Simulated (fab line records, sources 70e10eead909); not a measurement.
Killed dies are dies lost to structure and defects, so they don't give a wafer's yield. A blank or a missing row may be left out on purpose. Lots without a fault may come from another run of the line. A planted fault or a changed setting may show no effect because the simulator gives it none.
Which tool did it? | flow nand_harc | 6 lots, 18 wafers sampled, at 3 steps of a route of 1302

WHAT THE GAUGES READ, wafer by wafer
NHARC_P_BONDPAD_CD_MEAS_09: target cd 500 nm.
lot  | measured     | on        | cd_nm (nm)
L482 | day 8 07:11  | cd_sem-03 | 502.1 498.9 501.4
L488 | day 10 17:43 | cd_sem-01 | 496.6 498.1 496.9
L490 | day 11 11:59 | cd_sem-01 | 497.3 499.3 496.0
L495 | day 13 16:38 | cd_sem-03 | 510.9 507.9 510.7
L497 | day 14 08:16 | cd_sem-01 | 500.6 497.3 501.9
L500 | day 16 00:19 | cd_sem-02 | 497.4 500.1 497.3

WHICH TOOL RAN EACH LOT (tool, then ch and the chambers of the sampled wafers, then the start)
lot  | NHARC_P_M2_DEP_33               | NHARC_P_BONDPAD_EXPOSE_06
L482 | pecvd-01 ch 1,2, day 8 05:37    | krf_scanner-02 ch 0, day 8 07:02
L488 | pecvd-04 ch 0,1,2, day 10 16:05 | krf_scanner-01 ch 0, day 10 17:34
L490 | pecvd-02 ch 0,1, day 11 10:28   | krf_scanner-04 ch 0, day 11 11:50
L495 | pecvd-02 ch 1,2, day 13 15:07   | krf_scanner-02 ch 0, day 13 16:29
L497 | pecvd-04 ch 0,1,2, day 14 06:47 | krf_scanner-04 ch 0, day 14 08:08
L500 | pecvd-04 ch 0,1,2, day 15 22:52 | krf_scanner-04 ch 0, day 16 00:10
- NHARC_P_M2_DEP_33: deposits SiCN, target thk 30 nm.
- NHARC_P_BONDPAD_EXPOSE_06: exposes mask P BPAD.

THE ANSWER, worked out from the rows above alone
Rule: what is usual is taken from the lots themselves. Put in order of their means at a reading, lots are off if they are a third of the lots or fewer, leave a main group of 4 or more, and stand apart from it by a gap of 3 or more times the standard deviation of the main group's means; of several such gaps the widest counts. A main group whose means are all the same, to the digits that the tables above print for the reading, isn't used. A lot without any number at a reading at which 4 lots or more have one is off too. The other lots that the step has rows for count as sound.
Off: L495, at NHARC_P_BONDPAD_CD_MEAS_09 (cd_nm). The main group: mean 498.7 nm, standard deviation 1.4.
A tool fits if, at a process step before that reading, it ran every lot that is off, and no sound lot after the first of them. The gauges at NHARC_P_BONDPAD_CD_MEAS_09 are tried like those tools. Can't be told from this: 3 tools fit, pecvd-02 at NHARC_P_M2_DEP_33, krf_scanner-02 at NHARC_P_BONDPAD_EXPOSE_06, cd_sem-03 at NHARC_P_BONDPAD_CD_MEAS_09.

WHAT THE SIMULATOR HAD PUT IN
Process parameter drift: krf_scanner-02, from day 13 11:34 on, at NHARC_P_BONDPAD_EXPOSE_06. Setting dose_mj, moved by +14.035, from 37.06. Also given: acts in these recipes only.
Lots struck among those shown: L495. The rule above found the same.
